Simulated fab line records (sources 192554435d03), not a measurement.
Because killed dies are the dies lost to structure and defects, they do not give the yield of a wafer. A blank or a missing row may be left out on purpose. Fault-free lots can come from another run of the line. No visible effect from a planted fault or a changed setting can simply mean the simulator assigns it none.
Matching of chambers -- flow n5-finfet -- N5_BEOL_M0_CUTY_DESCUM_61 on rie-diel-02 has 4 sister chambers
The step chemistry O2, time 7.9 s. 14 wafers are shown with their chamber, then 7 later ones without.

== EACH WAFER AND ITS CHAMBER ==
wafer,chamber,drypump-motor-current-A (A),throttle-valve-pct (%),showerhead-plenum-p-Torr (Torr)
L074.1,3,6.5,20.52,2.08
L074.4,3,6.4,20.54,2.08
L074.5,0,5.5,20.09,2.08
L075.3,0,5.5,20.10,2.08
L075.4,3,6.5,20.54,2.08
L075.6,0,5.5,20.09,2.08
L082.1,3,6.4,20.55,2.07
L082.2,0,5.5,20.11,2.08
L082.3,2,4.7,20.10,2.20
L086.2,2,4.7,20.10,2.20
L086.4,3,6.5,20.57,2.07
L086.5,3,6.5,20.57,2.07
L088.1,1,5.3,20.36,2.09
L088.3,0,5.5,20.13,2.07

SIGNATURES (means of the wafers above)
reading,chamber 0,chamber 1,chamber 2,chamber 3,scatter within a chamber
drypump-motor-current-A,5.500,5.300,4.700,6.467,0.0365
throttle-valve-pct,20.1040,20.3600,20.1000,20.5483,0.0173
showerhead-plenum-p-Torr,2.0780,2.0900,2.2000,2.0750,0.0048
Rule: a wafer lies at a distance from a chamber equal to the root of the sum of squares, over the readings, of (its reading less the chamber's mean, divided by the reading's scatter). If the next closest chamber is less than 2 further off than the closest, the wafer can't be placed; otherwise it belongs to the closest. The scatter is the square root of a quotient: the sum, over the shown wafers, of each reading's squared deviation from its chamber's mean, divided by wafers minus chambers.

== WAFERS MISSING THEIR CHAMBER ==
wafer,drypump-motor-current-A (A),throttle-valve-pct (%),showerhead-plenum-p-Torr (Torr)
L088.4,6.5,20.58,2.07
L095.1,6.5,20.61,2.06
L095.3,5.3,20.36,2.09
L095.5,4.7,20.14,2.19
L097.1,5.5,20.15,2.06
L097.2,6.5,20.63,2.06
L097.4,5.3,20.39,2.08

== CHAMBER TAKEN BY EACH ==
wafer,from the rows above,in truth
L088.4,3,3
L095.1,3,3
L095.3,1,1
L095.5,2,2
L097.1,0,0
L097.2,3,3
L097.4,1,1
7 of 7 placed correctly. Left unplaced by these rows: 0. 0 placed wrongly.
